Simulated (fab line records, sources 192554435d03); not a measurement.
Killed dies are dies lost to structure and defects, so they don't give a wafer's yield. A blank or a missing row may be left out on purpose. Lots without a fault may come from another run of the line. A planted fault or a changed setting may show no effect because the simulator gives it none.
Chamber matching | flow n5_finfet | N5_MOL_CONTACT_COAG_ALD_133 on ald_sin-04: 4 sister chambers
The step deposits SiO2, target thk 5 nm, pulse time 1 s, co reactant pulse time 1 s. 16 wafers are shown with their chamber, then 8 later ones without.

WAFERS WITH THEIR CHAMBER
wafer  | chamber | heater_power_w (W) | precursor_pulse_height_rel
L074.1 | 3       | 72                 | 0.992
L074.3 | 0       | 73                 | 0.983
L074.4 | 3       | 73                 | 1.027
L076.4 | 3       | 71                 | 1.012
L076.5 | 0       | 75                 | 1.009
L076.6 | 2       | 85                 | 1.009
L079.2 | 0       | 74                 | 1.020
L079.4 | 2       | 87                 | 0.993
L079.5 | 3       | 74                 | 1.013
L081.1 | 1       | 76                 | 0.982
L081.2 | 2       | 88                 | 1.014
L081.6 | 3       | 73                 | 1.014
L083.3 | 1       | 77                 | 0.981
L083.5 | 3       | 72                 | 0.987
L083.6 | 1       | 77                 | 0.969
L087.2 | 1       | 76                 | 0.983

SIGNATURES (means of the wafers above)
reading                    | chamber 0 | chamber 1 | chamber 2 | chamber 3 | scatter within a chamber
heater_power_w             | 74.00     | 76.50     | 86.67     | 72.50     | 1.05
precursor_pulse_height_rel | 1.00400   | 0.97875   | 1.00533   | 1.00750   | 0.0136
Rule: a wafer's distance from a chamber is the root of the sum, over the readings, of the square of ((its reading less the chamber's mean) divided by the reading's scatter). The wafer belongs to the nearest chamber; if the next one is less than 2 further off, it can't be placed. The scatter: the root of (the sum of the squares of (reading less its chamber's mean) over the shown wafers, divided by (wafers less chambers)).

WAFERS WITHOUT THEIR CHAMBER
wafer  | heater_power_w (W) | precursor_pulse_height_rel
L087.4 | 74                 | 1.026
L087.6 | 72                 | 1.024
L093.2 | 78                 | 0.995
L093.5 | 77                 | 0.984
L093.6 | 75                 | 1.011
L094.2 | 74                 | 0.960
L094.4 | 76                 | 0.993
L094.5 | 84                 | 1.002

WHICH CHAMBER EACH WENT THROUGH
wafer  | from the rows above          | in truth
L087.4 | can't be placed: 0 or 3      | 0
L087.6 | can't be placed: 3 or 0      | 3
L093.2 | 1                            | 1
L093.5 | 1                            | 1
L093.6 | can't be placed: 0 or 3 or 1 | 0
L094.2 | can't be placed: 1 or 0 or 3 | 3
L094.4 | can't be placed: 1 or 0      | 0
L094.5 | 2                            | 2
Placed correctly: 3 of 8. Can't be placed from these rows: 5 (the true chamber is among the candidates in 5). Placed wrongly: 0.
